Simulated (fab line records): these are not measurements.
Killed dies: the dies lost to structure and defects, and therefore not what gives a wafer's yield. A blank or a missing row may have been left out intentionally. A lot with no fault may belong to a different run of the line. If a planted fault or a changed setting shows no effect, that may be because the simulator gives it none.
Check for tools in common | flow nandHarc | 9 lots and 27 wafers in the sample

## WHY THIS WAS OPENED
At NHARC_END_SORT_01 the reading killedAtArray is flagged on 3 of 9 lots. Fault-free wafers read 56, with a standard deviation of 21.
Rule: a lot gets a flag if all its wafers with a number sit over 4 standard deviations from that mean, or if no wafer of it has a number. All remaining lots are regarded as sound.

lot  | measured     | on        | killedAtArray, wafer by wafer | flag
L105 | day 24 08:28 | prober-02 | 79 77 88                      | 
L108 | day 26 00:51 | prober-01 | 82 57 66                      | 
L112 | day 28 04:38 | prober-02 | 669 674 675                   | FLAGGED
L113 | day 28 06:11 | prober-01 | 668 675 675                   | FLAGGED
L114 | day 28 14:04 | prober-01 | 673 674 675                   | FLAGGED
L123 | day 31 18:45 | prober-02 | 53 51 50                      | 
L124 | day 33 04:25 | prober-01 | 77 81 70                      | 
L125 | day 33 05:14 | prober-02 | 64 58 46                      | 
L126 | day 33 12:59 | prober-02 | 34 41 42                      | 
The numbers of the flagged lots are 673 on average: +617 against the usual, or +29 standard deviations.

## LOT BY LOT: THE TOOL USED
4 process steps preceding the reading are held in the record, out of 1302 steps in the route. In each cell: the tool, then ch and the chambers that the sampled wafers went through, then the start.
lot  | flag    | NHARC_A_WL_FILL_ALD_00          | NHARC_A_WL_FILL_ALD_10          | NHARC_A_WL_FILL_ETCHBACK_17      | NHARC_A_WL_FILL_CMP_12
L105 |         | aldHk-02 ch 0,2,3, day 20 10:35 | aldHk-04 ch 0,2,3, day 20 17:38 | rieMetal-02 ch 0,1, day 20 22:28 | cmp-04 ch 0,2,3, day 21 04:17
L108 |         | aldHk-02 ch 0,2,3, day 22 09:22 | aldHk-01 ch 0,1,3, day 22 17:33 | rieMetal-02 ch 0, day 22 21:20   | cmp-01 ch 0,1,3, day 23 01:08
L112 | FLAGGED | aldHk-01 ch 0,3, day 24 00:14   | aldHk-02 ch 0,1,3, day 24 10:47 | rieMetal-03 ch 0,1, day 24 14:35 | cmp-01 ch 0,1, day 24 21:38
L113 | FLAGGED | aldHk-04 ch 0,1,2, day 24 02:20 | aldHk-04 ch 0,2,3, day 24 09:45 | rieMetal-01 ch 0,1, day 24 14:37 | cmp-02 ch 0,2,3, day 24 21:40
L114 | FLAGGED | aldHk-01 ch 1,2,3, day 24 10:28 | aldHk-04 ch 0,2, day 24 18:01   | rieMetal-03 ch 0,1, day 24 22:22 | cmp-01 ch 1,2,3, day 25 06:01
L123 |         | aldHk-04 ch 0,1,3, day 27 18:08 | aldHk-01 ch 0,1,2, day 28 05:04 | rieMetal-01 ch 0,1, day 28 09:22 | cmp-04 ch 0,1,3, day 28 15:02
L124 |         | aldHk-01 ch 0,1,3, day 28 19:23 | aldHk-02 ch 0,2,3, day 29 02:50 | rieMetal-01 ch 0,1, day 29 10:45 | cmp-02 ch 0,1,3, day 29 16:36
L125 |         | aldHk-04 ch 1,2,3, day 29 02:23 | aldHk-01 ch 0,2,3, day 29 11:35 | rieMetal-03 ch 1, day 29 15:55   | cmp-01 ch 1,3, day 29 20:08
L126 |         | aldHk-04 ch 0,1,2, day 29 05:22 | aldHk-04 ch 0,1, day 29 09:56   | rieMetal-02 ch 0,1, day 29 14:16 | cmp-02 ch 0,1, day 29 20:09
What the steps here do:
- NHARC_A_WL_FILL_ALD_00: deposits Al2O3, target thk 3 nm, pulse time 3 s, ald cycles 30.
- NHARC_A_WL_FILL_ALD_10: deposits SiO2, target thk 50 nm, pulse time 10 s, ald cycles 500.
- NHARC_A_WL_FILL_ETCHBACK_17: etches the open film in Cl2/BCl3, target depth 4 nm, time 26.7 s.
- NHARC_A_WL_FILL_CMP_12: polishes, t overpolish 30 s, target thk 100 nm.
- NHARC_END_SORT_01

## FLAGGED OVER TOTAL, TOOL BY TOOL (the gauges that took the reading come last)
step                        | tool        | lots run | flagged | share of the flagged lots | sound lots run after its first flagged lot
NHARC_A_WL_FILL_ALD_00      | aldHk-01    | 3        | 2       | some                      | 1 (L124)
NHARC_A_WL_FILL_ALD_00      | aldHk-02    | 2        | 0       | none                      | -
NHARC_A_WL_FILL_ALD_00      | aldHk-04    | 4        | 1       | some                      | 3 (L123,L125,L126)
NHARC_A_WL_FILL_ALD_10      | aldHk-01    | 3        | 0       | none                      | -
NHARC_A_WL_FILL_ALD_10      | aldHk-02    | 2        | 1       | some                      | 1 (L124)
NHARC_A_WL_FILL_ALD_10      | aldHk-04    | 4        | 2       | some                      | 1 (L126)
NHARC_A_WL_FILL_ETCHBACK_17 | rieMetal-01 | 3        | 1       | some                      | 2 (L123,L124)
NHARC_A_WL_FILL_ETCHBACK_17 | rieMetal-02 | 3        | 0       | none                      | -
NHARC_A_WL_FILL_ETCHBACK_17 | rieMetal-03 | 3        | 2       | some                      | 1 (L125)
NHARC_A_WL_FILL_CMP_12      | cmp-01      | 4        | 2       | some                      | 1 (L125)
NHARC_A_WL_FILL_CMP_12      | cmp-02      | 3        | 1       | some                      | 2 (L124,L126)
NHARC_A_WL_FILL_CMP_12      | cmp-04      | 2        | 0       | none                      | -
NHARC_END_SORT_01           | prober-01   | 4        | 2       | some                      | 1 (L124)
NHARC_END_SORT_01           | prober-02   | 5        | 1       | some                      | 3 (L123,L125,L126)

## WHAT THE TABLE PERMITS
No row of the table ran every flagged lot.

## WHAT HAD BEEN PUT IN BY THE SIMULATOR
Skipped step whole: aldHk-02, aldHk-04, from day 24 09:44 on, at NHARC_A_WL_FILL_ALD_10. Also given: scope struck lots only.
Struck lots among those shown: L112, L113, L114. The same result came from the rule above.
